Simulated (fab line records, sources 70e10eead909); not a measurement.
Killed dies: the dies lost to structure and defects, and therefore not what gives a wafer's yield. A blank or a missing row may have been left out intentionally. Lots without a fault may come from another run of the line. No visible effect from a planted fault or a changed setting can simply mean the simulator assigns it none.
Problem report in the 8D (eight disciplines) form, filled by code | flow nand_harc | the parts of the form that need people (team, actions taken, sign-off) are left out

## 1. WHAT WENT WRONG
Wafers without a fault read 60.001, standard deviation 0.019; beam_energy_keV at NHARC_P_GATE_IMPLANT_94 reads a mean of 59.143 on 6 wafers belonging to 2 lots. Relative to the usual mean, that is a shift of -45 standard deviations.
Earliest sighting: wafer L930.1 on implanter-01 at day 9 11:24. At this step, 39 wafers from 13 lots have a number in the record. Rule for "out" (also "out of limits"): further than 4 standard deviations from the usual mean. All remaining wafers that have a number are taken as sound.

## 2. WHAT IT IS AND WHAT IT IS NOT
question                    | is                     | is not
which readings at this step | beam_energy_keV        | -
which lots                  | L930, L931             | L921, L923, L924, L925, L926, L938, L939, L940, L941, L942, L944
which wafers of those lots  | all that have a number | -
read on which tools         | implanter-01           | implanter-02
when                        | from day 9 11:24       | up to then (15 sound wafers); but 18 sound wafers of L938, L939, L940, L941, L942, L944 came after

## 3. THE SUSPECTS, EACH WITH WHAT RULES IT OUT
Counting: a tool stays on the suspect list if, at a process step up to the reading, it processed all lots that are out and no sound lot following the first of them.
- implanter-01 at NHARC_P_GATE_IMPLANT_94: ruled out as a lasting fault. Sound lots L939, L941 ran on it after its first lot that is out, L930 (day 9 11:24).
Left after counting: nothing in the record.

## 4. THE CAUSE (what the simulator had put in)
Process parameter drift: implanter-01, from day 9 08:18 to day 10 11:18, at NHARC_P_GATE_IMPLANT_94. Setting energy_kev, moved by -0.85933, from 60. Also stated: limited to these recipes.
Counting ruled it out, wrongly.

## 5. SEQUENCE OF EFFECTS, ordered by route
One row per reading whose mean, taken over the struck wafers that have a number, lies over 3 standard deviations from the usual. Only readings for which the record gives a usual standard deviation are gone through. hours: the time from each lot's start at the first step in this table that gives one to its start at this step, as a median over the lots. sigmas: the change in usual standard deviations.
hours | step                    | reading         | usual  | on struck wafers | change | sigmas
0     | NHARC_P_GATE_IMPLANT_94 | beam_energy_keV | 60.001 | 59.143           | -0.858 | -45
Process steps it contains:
- NHARC_P_GATE_IMPLANT_94
At these later measuring or inspecting steps, every struck wafer for which the step has a row has a number for every such reading, and none has moved that far: NHARC_END_SORT_01.

## 6. WHAT WOULD HAVE CAUGHT IT SOONER
3 hours passed between the start of the fault at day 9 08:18 and the first reading out of limits in this record, taken at day 9 11:24.
